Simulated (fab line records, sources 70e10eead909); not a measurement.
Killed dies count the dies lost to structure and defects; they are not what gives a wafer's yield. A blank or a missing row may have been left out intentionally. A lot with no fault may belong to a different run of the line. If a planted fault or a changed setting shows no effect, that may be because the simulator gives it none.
Struck lot and sound lot, side by side :: flow nand_harc :: 15 steps out of a route of 1159
Sound: the wafers L434.2, L434.3, L434.6. Struck: wafer L443.4 (left out: L443.2, L443.5 of the same lot, which were not struck); the cause appears at the end.
Each step with rows lists, per side, the tool, then ch with its chambers, then its first start. Under that, the readings that differ: sound wafers :: struck wafers :: difference of the means :: sigmas: that difference in standard deviations of wafers without a fault.
alike: readings whose means differ by less than 2 such deviations, and words and numbers that are the same on both sides. not compared: withheld readings, readings that some wafer has no value for, bounds like >300 that may hide the same value, and numbers for which the record gives no deviation and whose values overlap.
The two part at a step that has a row with sigmas, a row that says differs or no value, or rows on one side only. When numbers do not overlap yet have no deviation, they are printed without sigmas and do not part them. A reading missing from all wafers of one side parts the sides only when that side holds two or more wafers.

first, 8 steps without rows for these wafers: NHARC_A_SLIT_DEHYDRATE_01 (time 120 s); NHARC_A_SLIT_HMDS_02 (time 30 s); NHARC_A_SLIT_COAT_03 (resist thk 90 nm); NHARC_A_SLIT_SOFTBAKE_04 (time 55 s); NHARC_A_SLIT_EBR_05; NHARC_A_SLIT_EXPOSE_06 (exposes mask SLIT); NHARC_A_SLIT_PEB_07 (peb time 65 s); NHARC_A_SLIT_DEVELOP_08 (develop time 35 s).
NHARC_A_SLIT_CD_MEAS_09 targets a cd of 300 nm.
  sound on cd_sem-02 ch 0, day 14 23:46; struck on cd_sem-02 ch 0, day 17 08:37
  alike: cd_nm
NHARC_A_SLIT_OVL_MEAS_10:
  struck on overlay-02, day 17 08:43; sound on overlay-01, day 14 23:51
  alike: overlay_x_nm, overlay_y_nm
NHARC_A_SLIT_INSPECT_11:
  struck on defect_inspect-01, day 17 08:45; sound on defect_inspect-01, day 14 23:53
  alike: raw_defect_count
NHARC_A_SLIT_DESCUM_14: chemistry O2, time 3 s.
  sound on rie_diel-01 ch 2,3, day 14 23:57; struck on rie_diel-01 ch 0, day 17 08:49
reading: throttle_valve_pct (%)
sound: 11.283 11.298 11.304
struck: 11.320
difference: +0.025
sigmas: +3
  alike: drypump_motor_current_A, oes_product_au, rf_vpp_V, showerhead_plenum_p_Torr
  not compared: rf_hours_counter_h
NHARC_A_SLIT_ETCH_24: etches the open film in CF4/CHF3, target depth 121 nm, time 60.5 s.
  sound on rie_diel-01 ch 2,3, day 15 00:02; struck on rie_diel-01 ch 0, day 17 08:53
reading: oes_product_au (a.u.)
sound: 0.964 0.984 0.961
struck: 0.842
difference: -0.128
sigmas: -8
  alike: chf3_flow_sccm, drypump_motor_current_A, rf_vpp_V, showerhead_plenum_p_Torr, throttle_valve_pct
  not compared: rf_hours_counter_h
NHARC_A_SLIT_ETCH_15: etches the open film in O2/COS, target depth 3200 nm, time 832 s.
  sound on rie_diel-01 ch 0,1; struck on rie_diel-01 ch 2
reading: drypump_motor_current_A (A)
sound: 4.8 5.0 4.8
struck: 5.7
difference: +0.8
sigmas: +2
  alike: cos_flow_sccm, oes_product_au, rf_vpp_V, showerhead_plenum_p_Torr, throttle_valve_pct
  not compared: rf_hours_counter_h
-- the record jumps here: 5 days lie between the struck wafers' starts before and after (it left off in module A_SLIT and takes up again in module END, whose first step shown is number 1159 of the route) --
NHARC_END_SORT_01:
  the record has rows for the struck wafers here (prober-02 ch 0, day 22 00:40) and none for the sound ones

WHERE THEY PART
Last at NHARC_END_SORT_01 as far as this record goes, first at NHARC_A_SLIT_DESCUM_14.

WHY: what had been put in by the simulator
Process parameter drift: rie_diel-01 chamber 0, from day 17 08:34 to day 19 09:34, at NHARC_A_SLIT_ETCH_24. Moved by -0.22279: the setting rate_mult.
